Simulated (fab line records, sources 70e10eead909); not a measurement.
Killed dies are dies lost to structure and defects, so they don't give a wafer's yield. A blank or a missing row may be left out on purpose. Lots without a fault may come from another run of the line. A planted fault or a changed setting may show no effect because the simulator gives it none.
Which tool did it? | flow nand_harc | 10 lots, 30 wafers sampled, at 5 steps of a route of 1159

WHAT THE GAUGES READ, wafer by wafer
NHARC_END_SORT_01.
lot  | measured     | on        | killed_at_array | killed_at_other | killed_at_periphery | killed_dies | killed_open | killed_short
L396 | day 19 14:56 | prober-02 | 17 18 16        | 1 2 0           | 4 3 1               | 22 23 17    | 4 5 2       | 0 3 0
L394 | day 20 17:50 | prober-02 | 13 16 13        | 2 2 0           | 6 8 4               | 21 26 17    | 3 4 2       | 0 3 1
L402 | day 21 05:49 | prober-02 | 47 37 35        | 1 0 1           | 10 9 6              | 58 46 42    | 11 3 4      | 5 3 0
L408 | day 22 12:31 | prober-01 | 674 667 664     | 0 1 7           | 3 9 6               | 677 677 677 | 5 2 2       | 0 1 0
L407 | day 22 19:32 | prober-01 | 668 669 677     | 2 0 0           | 7 8 0               | 677 677 677 | 4 5 4       | 1 2 0
L406 | day 23 00:34 | prober-02 | 673 671 671     | 0 2 1           | 4 4 5               | 677 677 677 | 3 6 6       | 4 1 2
L414 | day 23 16:56 | prober-01 | 40 30 25        | 0 0 0           | 3 2 0               | 43 32 25    | 5 5 2       | 2 3 2
L413 | day 24 07:35 | prober-02 | 19 25 24        | 0 1 0           | 3 5 1               | 22 31 25    | 4 4 5       | 1 1 1
L415 | day 24 08:28 | prober-01 | 14 13 15        | 0 1 1           | 6 3 1               | 20 17 17    | 5 2 2       | 2 3 3
L416 | day 24 16:11 | prober-02 | 25 22 19        | 0 0 0           | 4 5 4               | 29 27 23    | 3 6 4       | 4 1 3

WHICH TOOL RAN EACH LOT (tool, then ch and the chambers of the sampled wafers, then the start)
lot  | NHARC_A_CONTACT_ETCH_75            | NHARC_A_CONTACT_ETCH_76                       | NHARC_A_CONTACT_ETCH_78            | NHARC_A_CONTACT_ETCH_126
L396 | rie_diel-07 ch 0,2, day 16 23:08   | rie_diel-07 ch 0,2, day 16 23:44 or earlier   | rie_diel-07 ch 0,2, day 16 23:44   | har_cap_etch-03 ch 0,1, day 17 00:44
L394 | rie_diel-03 ch 0,2, day 18 01:38   | rie_diel-03 ch 1,2, day 18 03:51 or earlier   | rie_diel-03 ch 1,3, day 18 03:51   | har_cap_etch-02 ch 0,1, day 18 04:44
L402 | rie_diel-07 ch 2,3, day 18 11:27   | rie_diel-07 ch 1,2,3, day 18 12:01 or earlier | rie_diel-07 ch 0,1,2, day 18 12:01 | har_cap_etch-02 ch 0, day 18 12:50
L408 | rie_diel-03 ch 2,3, day 19 12:25   | rie_diel-03 ch 0,1,3, day 19 13:18 or earlier | rie_diel-03 ch 0,1,3, day 19 13:18 | har_cap_etch-01 ch 0,1, day 19 14:01
L407 | rie_diel-07 ch 0,2,3, day 19 13:56 | rie_diel-07 ch 1,2,3, day 19 14:27 or earlier | rie_diel-07 ch 1,3, day 19 14:27   | har_cap_etch-02 ch 0,1, day 19 15:28
L406 | rie_diel-03 ch 0,2,3, day 19 20:02 | rie_diel-03 ch 0,1,3, day 19 20:36 or earlier | rie_diel-03 ch 0,1,2, day 19 20:36 | har_cap_etch-02 ch 0,1, day 19 21:25
L414 | rie_diel-07 ch 2,3, day 20 22:43   | rie_diel-07 ch 0,1,2, day 20 23:13 or earlier | rie_diel-07 ch 1,2,3, day 20 23:13 | har_cap_etch-02 ch 0,1, day 21 00:16
L413 | rie_diel-03 ch 1,3, day 21 12:40   | rie_diel-03 ch 0,3, day 21 13:17 or earlier   | rie_diel-03 ch 1,2,3, day 21 13:17 | har_cap_etch-01 ch 0,1, day 21 14:04
L415 | rie_diel-07 ch 1,2,3, day 21 21:41 | rie_diel-07 ch 1,2,3, day 21 22:22 or earlier | rie_diel-03 ch 0,2,3, day 21 22:22 | har_cap_etch-01 ch 0,1, day 21 23:17
L416 | rie_diel-07 ch 0,2,3, day 22 03:35 | rie_diel-07 ch 1,2,3, day 22 04:32 or earlier | rie_diel-07 ch 0,1, day 22 04:32   | har_cap_etch-01 ch 0,1, day 22 05:28
- NHARC_A_CONTACT_ETCH_75: etches the open film in CF4, target depth 39 nm, time 65 s.
- NHARC_A_CONTACT_ETCH_76: etches the open film in N2/H2, target depth 260 nm, time 475.3 s.
- NHARC_A_CONTACT_ETCH_78: etches the open film in O2/COS, target depth 2800 nm, time 728 s.
- NHARC_A_CONTACT_ETCH_126: etches the open film in C4F8/O2/Ar, time 155 s, target depth 956 nm.

WHAT THE TOOLS THEMSELVES READ (means of the sampled wafers that have a number; where no wafer has one, the mark that the record gives instead)
NHARC_A_CONTACT_ETCH_75.
lot  | tool        | bias_w (W) | cf4_flow_sccm (sccm) | drypump_motor_current_A (A) | mfc_ar_sccm (sccm) | oes_product_au (a.u.) | rf_vpp_V (V) | showerhead_plenum_p_Torr (Torr) | throttle_valve_pct (%)
L396 | rie_diel-07 | 99.9       | 149.9                | 5.2                         | 0.004              | 0.999                 | 151.3        | 1.80                            | 13.291
L394 | rie_diel-03 | 99.8       | 150.0                | 5.0                         | 0.005              | 1.008                 | 152.3        | 1.79                            | 13.273
L402 | rie_diel-07 | 100.1      | 150.1                | 5.5                         | 0.011              | 0.993                 | 151.3        | 1.82                            | 13.292
L408 | rie_diel-03 | 99.8       | 150.0                | 5.2                         | 0.029              | 1.012                 | 153.1        | 1.86                            | 13.284
L407 | rie_diel-07 | 99.9       | 150.1                | 5.3                         | 0.007              | 0.998                 | 152.4        | 1.82                            | 13.289
L406 | rie_diel-03 | 100.2      | 150.4                | 5.2                         | 0.020              | 1.002                 | 151.7        | 1.81                            | 13.285
L414 | rie_diel-07 | 100.0      | 150.3                | 5.5                         | 0.011              | 0.991                 | 152.4        | 1.84                            | 13.281
L413 | rie_diel-03 | 100.0      | 149.5                | 6.0                         | 0.020              | 1.001                 | 151.8        | 1.82                            | 13.284
L415 | rie_diel-07 | 100.4      | 150.5                | 5.5                         | 0.013              | 1.002                 | 152.9        | 1.84                            | 13.283
L416 | rie_diel-07 | 99.6       | 149.8                | 5.4                         | 0.007              | 0.995                 | 151.5        | 1.82                            | 13.288

NHARC_A_CONTACT_ETCH_76.
lot  | tool        | bias_w (W) | chamber_pressure_mTorr (mTorr) | drypump_motor_current_A (A) | mfc_ar_sccm (sccm) | n2_flow_sccm (sccm) | oes_product_au (a.u.) | rf_vpp_V (V) | showerhead_plenum_p_Torr (Torr) | throttle_valve_pct (%)
L396 | rie_diel-07 | 150.1      | 30.027                         | 5.3                         | 0.007              | 150.1               | 0.998                 | 431.4        | 2.09                            | 14.172
L394 | rie_diel-03 | 150.1      | 30.034                         | 5.8                         | 0.005              | 150.2               | 1.012                 | 431.7        | 2.09                            | 14.172
L402 | rie_diel-07 | 150.5      | 30.001                         | 5.5                         | 0.013              | 150.0               | 0.995                 | 433.2        | 2.14                            | 14.173
L408 | rie_diel-03 | 150.4      | 30.016                         | 5.8                         | 0.023              | 149.6               | 1.007                 | 432.2        | 2.08                            | 14.177
L407 | rie_diel-07 | 149.9      | 30.011                         | 5.5                         | 0.013              | 150.1               | 0.995                 | 432.4        | 2.13                            | 14.167
L406 | rie_diel-03 | 149.8      | 29.993                         | 5.8                         | 0.023              | 150.1               | 1.005                 | 430.5        | 2.08                            | 14.173
L414 | rie_diel-07 | 150.5      | 29.996                         | 5.4                         | 0.009              | 149.7               | 1.006                 | 431.6        | 2.10                            | 14.166
L413 | rie_diel-03 | 150.1      | 30.016                         | 5.5                         | 0.025              | 149.8               | 1.006                 | 431.2        | 2.05                            | 14.171
L415 | rie_diel-07 | 150.3      | 30.013                         | 5.5                         | 0.013              | 150.4               | 0.993                 | 432.7        | 2.13                            | 14.167
L416 | rie_diel-07 | 149.7      | 30.004                         | 5.5                         | 0.013              | 149.5               | 0.995                 | 433.2        | 2.13                            | 14.172

NHARC_A_CONTACT_ETCH_78.
lot  | tool        | bias_w (W) | chamber_pressure_mTorr (mTorr) | drypump_motor_current_A (A) | mfc_ar_sccm (sccm) | oes_product_au (a.u.) | rf_vpp_V (V) | showerhead_plenum_p_Torr (Torr) | throttle_valve_pct (%)
L396 | rie_diel-07 | 299.3      | 19.994                         | 5.3                         | 0.007              | 1.007                 | 314.8        | 3.19                            | 28.325
L394 | rie_diel-03 | 300.0      | 20.000                         | 6.0                         | 0.020              | 1.014                 | 315.0        | 3.23                            | 28.339
L402 | rie_diel-07 | 300.3      | 20.003                         | 5.3                         | 0.009              | 0.999                 | 316.3        | 3.22                            | 28.336
L408 | rie_diel-03 | -          | -                              | -                           | -                  | -                     | -            | -                               | -
L407 | rie_diel-07 | -          | -                              | -                           | -                  | -                     | -            | -                               | -
L406 | rie_diel-03 | -          | -                              | -                           | -                  | -                     | -            | -                               | -
L414 | rie_diel-07 | 301.0      | 20.007                         | 5.5                         | 0.013              | 0.996                 | 316.2        | 3.25                            | 28.325
L413 | rie_diel-03 | 300.6      | 20.008                         | 5.5                         | 0.017              | 0.998                 | 316.1        | 3.22                            | 28.323
L415 | rie_diel-03 | 300.0      | 19.988                         | 5.2                         | 0.020              | 1.007                 | 314.4        | 3.18                            | 28.329
L416 | rie_diel-07 | 300.5      | 20.007                         | 5.2                         | 0.006              | 1.007                 | 315.3        | 3.21                            | 28.331

NHARC_A_CONTACT_ETCH_126.
lot  | tool            | chamber_pressure_mTorr (mTorr) | oes_air_line_au (a.u.)
L396 | har_cap_etch-03 | 20.014                         | 1.013
L394 | har_cap_etch-02 | 19.988                         | 0.996
L402 | har_cap_etch-02 | 20.001                         | 1.008
L408 | har_cap_etch-01 | 19.987                         | 1.004
L407 | har_cap_etch-02 | 19.988                         | 1.000
L406 | har_cap_etch-02 | 19.981                         | 1.004
L414 | har_cap_etch-02 | 20.006                         | 1.002
L413 | har_cap_etch-01 | 20.011                         | 0.984
L415 | har_cap_etch-01 | 19.987                         | 1.005
L416 | har_cap_etch-01 | 20.018                         | 0.984

THE ANSWER, worked out from the rows above alone
Rule: what is usual is taken from the lots themselves. Put in order of their means at a reading, lots are off if they are a third of the lots or fewer, leave a main group of 4 or more, and stand apart from it by a gap of 3 or more times the standard deviation of the main group's means; of several such gaps the widest counts. A main group whose means are all the same, to the digits that the tables above print for the reading, isn't used. A lot without any number at a reading at which 4 lots or more have one is off too. The other lots that the step has rows for count as sound. The gauges are gone through in route order, then the tools' own readings, and for those a lot's mean is taken as printed above. The first step at which some lot is off is used, and at that step the reading that is off furthest; a lot without a number counts as furthest.
Off: L408, L407, L406, at NHARC_END_SORT_01 (killed_at_array). The main group: mean 23, standard deviation 8.9.
A tool fits if, at a process step before that reading, it ran every lot that is off, and no sound lot after the first of them. The gauges at NHARC_END_SORT_01 aren't tried: what is off there is off at NHARC_A_CONTACT_ETCH_78 too, on other tools, and a gauge's error can't cause that. NHARC_A_CONTACT_ETCH_76 gives no start for some lots, so the hours and the order of its lots are those of NHARC_A_CONTACT_ETCH_78. None of those tried fits.

WHAT THE SIMULATOR HAD PUT IN
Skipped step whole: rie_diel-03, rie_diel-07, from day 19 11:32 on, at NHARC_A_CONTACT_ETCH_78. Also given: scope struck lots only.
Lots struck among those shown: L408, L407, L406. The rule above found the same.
